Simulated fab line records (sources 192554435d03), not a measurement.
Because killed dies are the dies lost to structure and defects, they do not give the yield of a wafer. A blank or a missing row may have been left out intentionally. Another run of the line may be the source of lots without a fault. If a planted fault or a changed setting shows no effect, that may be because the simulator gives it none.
Matching of chambers ; flow n5_finfet ; pecvd-03 running N5_PASSIVATION_PECVD_00: 3 sister chambers
The step deposits SiO2 from SiH4/N2O, target thk 200 nm, time 11.2 s. 3 wafers are shown with their chamber, then 11 later ones without.

## WAFERS WITH THEIR CHAMBER
wafer;chamber;throttle_valve_pct (%)
L084.4;1;56.6
L084.5;2;51.4
L087.1;0;52.9

## WAFERS WITHOUT THEIR CHAMBER
wafer;throttle_valve_pct (%)
L087.3;51.5
L087.6;51.2
L086.1;53.3
L086.3;51.4
L086.5;51.1
L089.4;56.8
L089.5;51.4
L089.6;53.1
L096.1;45.9
L096.2;53.3
L096.5;53.3

## WHICH CHAMBER EACH ONE RAN IN
wafer;from the rows above;in truth
L087.3;can't be placed: 2 or 0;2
L087.6;can't be placed: 2 or 0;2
L086.1;can't be placed: 0 or 2 or 1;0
L086.3;can't be placed: 2 or 0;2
L086.5;can't be placed: 2 or 0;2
L089.4;1;1
L089.5;can't be placed: 2 or 0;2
L089.6;can't be placed: 0 or 2 or 1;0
L096.1;can't be placed: 2 or 0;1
L096.2;can't be placed: 0 or 2 or 1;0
L096.5;can't be placed: 0 or 2 or 1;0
Correctly placed: 1 of 11. These rows do not allow placing 10 (true chamber among the candidates in 9). 0 placed wrongly.
How it was worked out, from the rows above alone: a wafer's distance from a chamber is the root of the sum, over the readings, of the square of ((its reading less the chamber's mean) divided by the reading's scatter). The wafer belongs to the nearest chamber; if the next one is less than 2 further off, it can't be placed. Each chamber's mean is taken over the wafers shown for it. The scatter (one wafer shown for each chamber): square how far every hidden wafer sits from the nearest shown wafer, average those squares and take the square root.
